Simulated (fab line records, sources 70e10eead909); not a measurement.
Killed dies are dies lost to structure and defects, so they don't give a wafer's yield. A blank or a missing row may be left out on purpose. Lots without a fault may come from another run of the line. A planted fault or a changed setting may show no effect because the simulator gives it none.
Which tool did it? | flow nand_harc | 11 lots, 33 wafers sampled, at 6 steps of a route of 1302

WHAT THE GAUGES READ, wafer by wafer
NHARC_P_GATE_CD_MEAS_11: target cd 1640 nm.
lot  | measured     | on        | cd_nm (nm)
L241 | day 4 09:59  | cd_sem-03 | 1638.5 1639.6 1641.6
L242 | day 4 21:58  | cd_sem-02 | 1642.7 1641.8 1642.8
L244 | day 5 17:11  | cd_sem-02 | 1637.3 1640.5 1641.0
L245 | day 5 21:58  | cd_sem-02 | - - -
L249 | day 7 14:48  | cd_sem-02 | 1641.6 1644.3 1639.5
L255 | day 10 09:28 | cd_sem-03 | 1643.3 1639.9 1641.4
L256 | day 10 16:56 | cd_sem-03 | 1641.5 1637.3 1638.9
L259 | day 12 00:47 | cd_sem-02 | 1639.5 1642.0 1639.1
L260 | day 12 13:23 | cd_sem-02 | 1639.7 1640.8 1639.4
L263 | day 13 13:01 | cd_sem-03 | 1637.9 1639.8 1639.3
L264 | day 13 23:28 | cd_sem-01 | 1642.1 1641.4 1640.8

NHARC_END_SORT_01.
lot  | measured     | on        | killed_at_array | killed_at_other | killed_at_periphery | killed_dies | killed_open | killed_short
L245 | day 25 10:17 | prober-01 | 68 67 67        | 1 2 1           | 608 608 609         | 677 677 677 | 4 3 5       | 0 1 3

WHICH TOOL RAN EACH LOT (tool, then ch and the chambers of the sampled wafers, then the start)
lot  | NHARC_P_ZERO_WELL_DESCUM_26       | NHARC_P_GATE_EXPOSE_08            | NHARC_P_GATE_DESCUM_31             | NHARC_P_GATE_ETCHBACK_37
L241 | rie_diel-12 ch 2,3, day 1 22:42   | krf_scanner-03 ch 0, day 4 09:50  | rie_diel-02 ch 0,1, day 4 23:59    | rie_diel-02 ch 0,2,3, no start
L242 | rie_diel-12 ch 1,3, day 2 08:54   | krf_scanner-04 ch 0, day 4 21:49  | rie_diel-02 ch 1,2, day 5 13:13    | rie_diel-02 ch 0,1,2, no start
L244 | rie_diel-12 ch 1,2, day 3 04:37   | krf_scanner-02 ch 0, day 5 17:02  | rie_diel-07 ch 2,3, day 6 08:31    | rie_diel-07 ch 0,2, no start
L245 | rie_diel-12 ch 0,2, day 3 14:32   | krf_scanner-02 ch 0, day 5 21:48  | rie_diel-01 ch 0,2,3, day 6 14:38  | rie_diel-02 ch 1,3, day 25 10:17 or earlier
L249 | rie_diel-03 ch 2,3, day 5 06:37   | krf_scanner-04 ch 0, day 7 14:39  | rie_diel-07 ch 0,1,2, day 8 07:51  | rie_diel-07 ch 0,3, no start
L255 | rie_diel-13 ch 1,2,3, day 7 18:38 | krf_scanner-02 ch 0, day 10 09:19 | rie_diel-07 ch 0,2,3, day 11 02:20 | rie_diel-02 ch 0,1,2, no start
L256 | rie_diel-12 ch 0,2,3, day 8 04:41 | krf_scanner-02 ch 0, day 10 16:47 | rie_diel-01 ch 0,1,3, day 11 11:24 | rie_diel-02 ch 0,1,3, no start
L259 | rie_diel-12 ch 0,2,3, day 9 11:09 | krf_scanner-02 ch 0, day 12 00:38 | rie_diel-07 ch 0,1, day 12 15:14   | rie_diel-02 ch 0,2, no start
L260 | rie_diel-03 ch 1,2,3, day 9 20:45 | krf_scanner-02 ch 0, day 12 13:14 | rie_diel-02 ch 0,1,2, day 13 05:10 | rie_diel-02 ch 2,3, no start
L263 | rie_diel-13 ch 0,3, day 11 02:40  | krf_scanner-02 ch 0, day 13 12:52 | rie_diel-07 ch 1,2, day 14 06:53   | rie_diel-02 ch 0,2, no start
L264 | rie_diel-12 ch 1,3, day 11 12:38  | krf_scanner-04 ch 0, day 13 23:19 | rie_diel-01 ch 0,1,3, day 14 14:31 | rie_diel-01 ch 0,1, no start
- NHARC_P_ZERO_WELL_DESCUM_26: chemistry O2, time 3 s.
- NHARC_P_GATE_EXPOSE_08: exposes mask P HV.
- NHARC_P_GATE_DESCUM_31: chemistry O2, time 3 s.
- NHARC_P_GATE_ETCHBACK_37: etches the open film in CHF3/O2, target depth 34.5 nm, time 17.2 s.

WHAT THE TOOLS THEMSELVES READ (means of the sampled wafers that have a number; where no wafer has one, the mark that the record gives instead)
NHARC_P_ZERO_WELL_DESCUM_26.
lot  | tool        | drypump_motor_current_A (A) | oes_product_au (a.u.) | rf_vpp_V (V) | showerhead_plenum_p_Torr (Torr) | throttle_valve_pct (%)
L241 | rie_diel-12 | 5.9                         | 0.995                 | 58.4         | 1.99                            | 11.309
L242 | rie_diel-12 | 5.6                         | 0.998                 | 57.0         | 1.86                            | 11.313
L244 | rie_diel-12 | 5.8                         | 0.996                 | 57.6         | 1.95                            | 11.309
L245 | rie_diel-12 | 5.9                         | 1.010                 | 58.2         | 1.95                            | 11.314
L249 | rie_diel-03 | 5.8                         | 0.998                 | 57.6         | 1.81                            | 11.309
L255 | rie_diel-13 | 5.8                         | 1.009                 | 58.0         | 1.85                            | 11.316
L256 | rie_diel-12 | 5.8                         | 1.000                 | 57.6         | 1.92                            | 11.310
L259 | rie_diel-12 | 5.8                         | 0.992                 | 57.5         | 1.92                            | 11.321
L260 | rie_diel-03 | 5.6                         | 1.001                 | 58.2         | 1.86                            | 11.309
L263 | rie_diel-13 | 5.5                         | 0.999                 | 57.7         | 1.81                            | 11.306
L264 | rie_diel-12 | 5.6                         | 1.002                 | 57.2         | 1.84                            | 11.311

NHARC_P_GATE_DESCUM_31.
lot  | tool        | drypump_motor_current_A (A) | oes_product_au (a.u.) | rf_vpp_V (V) | showerhead_plenum_p_Torr (Torr) | throttle_valve_pct (%)
L241 | rie_diel-02 | 5.7                         | 0.996                 | 57.7         | 1.83                            | 11.309
L242 | rie_diel-02 | 6.0                         | 0.998                 | 57.3         | 1.81                            | 11.312
L244 | rie_diel-07 | 6.2                         | 1.013                 | 57.4         | 1.88                            | 11.321
L245 | rie_diel-01 | 5.6                         | 1.007                 | 57.9         | 1.90                            | 11.316
L249 | rie_diel-07 | 5.6                         | 0.996                 | 57.9         | 1.95                            | 11.304
L255 | rie_diel-07 | 5.8                         | 1.001                 | 57.8         | 1.95                            | 11.315
L256 | rie_diel-01 | 5.7                         | 1.013                 | 57.3         | 1.88                            | 11.305
L259 | rie_diel-07 | 5.3                         | 0.988                 | 57.4         | 1.98                            | 11.315
L260 | rie_diel-02 | 5.9                         | 0.996                 | 56.7         | 1.82                            | 11.310
L263 | rie_diel-07 | 5.7                         | 0.996                 | 57.4         | 1.88                            | 11.308
L264 | rie_diel-01 | 5.7                         | 1.021                 | 57.6         | 1.88                            | 11.312

NHARC_P_GATE_ETCHBACK_37.
lot  | tool        | drypump_motor_current_A (A) | oes_product_au (a.u.) | rf_vpp_V (V) | showerhead_plenum_p_Torr (Torr) | throttle_valve_pct (%)
L241 | rie_diel-02 | 5.9                         | 0.925                 | 367.9        | 2.31                            | 20.566
L242 | rie_diel-02 | 5.9                         | 0.918                 | 369.1        | 2.29                            | 20.563
L244 | rie_diel-07 | 5.4                         | 0.923                 | 373.2        | 2.54                            | 20.562
L245 | rie_diel-02 | 6.0                         | 1.003                 | 368.6        | 2.30                            | 20.571
L249 | rie_diel-07 | 5.5                         | 0.922                 | 372.2        | 2.48                            | 20.578
L255 | rie_diel-02 | 5.9                         | 0.922                 | 368.8        | 2.29                            | 20.576
L256 | rie_diel-02 | 5.9                         | 0.986                 | 368.9        | 2.30                            | 20.576
L259 | rie_diel-02 | 5.8                         | 0.918                 | 369.0        | 2.30                            | 20.567
L260 | rie_diel-02 | 6.0                         | 0.923                 | 367.3        | 2.30                            | 20.574
L263 | rie_diel-02 | 5.7                         | 0.928                 | 368.5        | 2.30                            | 20.573
L264 | rie_diel-01 | 5.8                         | 0.931                 | 370.6        | 2.38                            | 20.567

THE ANSWER, worked out from the rows above alone
Rule: what is usual is taken from the lots themselves. Put in order of their means at a reading, lots are off if they are a third of the lots or fewer, leave a main group of 4 or more, and stand apart from it by a gap of 3 or more times the standard deviation of the main group's means; of several such gaps the widest counts. A main group whose means are all the same, to the digits that the tables above print for the reading, isn't used. A lot without any number at a reading at which 4 lots or more have one is off too. The other lots that the step has rows for count as sound. The gauges are gone through in route order, then the tools' own readings, and for those a lot's mean is taken as printed above. The first step at which some lot is off is used, and at that step the reading that is off furthest; a lot without a number counts as furthest.
Off: L245, at NHARC_P_GATE_CD_MEAS_11 (cd_nm). Without a number there: L245. The main group: mean 1640.5 nm, standard deviation 1.1.
A tool fits if, at a process step before that reading, it ran every lot that is off, and no sound lot after the first of them. The gauges at NHARC_P_GATE_CD_MEAS_11 aren't tried: what is off there is off at NHARC_P_GATE_ETCHBACK_37 too, on other tools, and a gauge's error can't cause that. None of those tried fits.

WHAT THE SIMULATOR HAD PUT IN
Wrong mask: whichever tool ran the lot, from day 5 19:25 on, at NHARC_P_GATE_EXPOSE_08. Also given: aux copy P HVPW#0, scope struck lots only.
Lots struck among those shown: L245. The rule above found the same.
